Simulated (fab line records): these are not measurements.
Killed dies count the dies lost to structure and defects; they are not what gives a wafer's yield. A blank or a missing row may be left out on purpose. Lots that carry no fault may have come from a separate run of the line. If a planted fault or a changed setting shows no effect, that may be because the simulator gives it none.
Matching of chambers :: flow nand-harc :: 4 sister chambers for NHARC_P_ZERO_WELL_DESCUM_54 on rie-diel-02
The step chemistry O2, time 3 s. 4 wafers are shown with their chamber, then 7 later ones without.

WAFERS PAIRED WITH THEIR CHAMBERS
wafer: L499.6
chamber: 0
showerhead-plenum-p-Torr (Torr): 1.86

wafer: L503.5
chamber: 2
showerhead-plenum-p-Torr (Torr): 1.82

wafer: L508.3
chamber: 1
showerhead-plenum-p-Torr (Torr): 2.06

wafer: L508.4
chamber: 3
showerhead-plenum-p-Torr (Torr): 1.87

WAFERS MISSING THEIR CHAMBER
wafer: L508.6
showerhead-plenum-p-Torr (Torr): 2.06

wafer: L509.3
showerhead-plenum-p-Torr (Torr): 1.85

wafer: L509.5
showerhead-plenum-p-Torr (Torr): 2.06

wafer: L509.6
showerhead-plenum-p-Torr (Torr): 1.82

wafer: L515.3
showerhead-plenum-p-Torr (Torr): 1.84

wafer: L515.5
showerhead-plenum-p-Torr (Torr): 2.06

wafer: L515.6
showerhead-plenum-p-Torr (Torr): 1.81

THE CHAMBER EACH PASSED THROUGH
wafer: L508.6
from the rows above: 1
in truth: 1

wafer: L509.3
from the rows above: can't be placed: 0 or 3
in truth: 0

wafer: L509.5
from the rows above: 1
in truth: 1

wafer: L509.6
from the rows above: 2
in truth: 2

wafer: L515.3
from the rows above: can't be placed: 0 or 2 or 3
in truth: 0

wafer: L515.5
from the rows above: 1
in truth: 1

wafer: L515.6
from the rows above: 2
in truth: 2
Correct placement for 5 of the 7. Can't be placed from these rows: 2 (the true chamber is among the candidates in 2). Placed wrongly: 0.
How it was worked out, from the rows above alone: a wafer's distance from a chamber is the root of the sum, over the readings, of the square of ((its reading less the chamber's mean) divided by the reading's scatter). The wafer belongs to the nearest chamber; if the next one is less than 2 further off, it can't be placed. Each chamber's mean is taken over the wafers shown for it. The scatter (one wafer shown for each chamber): square how far every hidden wafer sits from the nearest shown wafer, average those squares and take the square root.
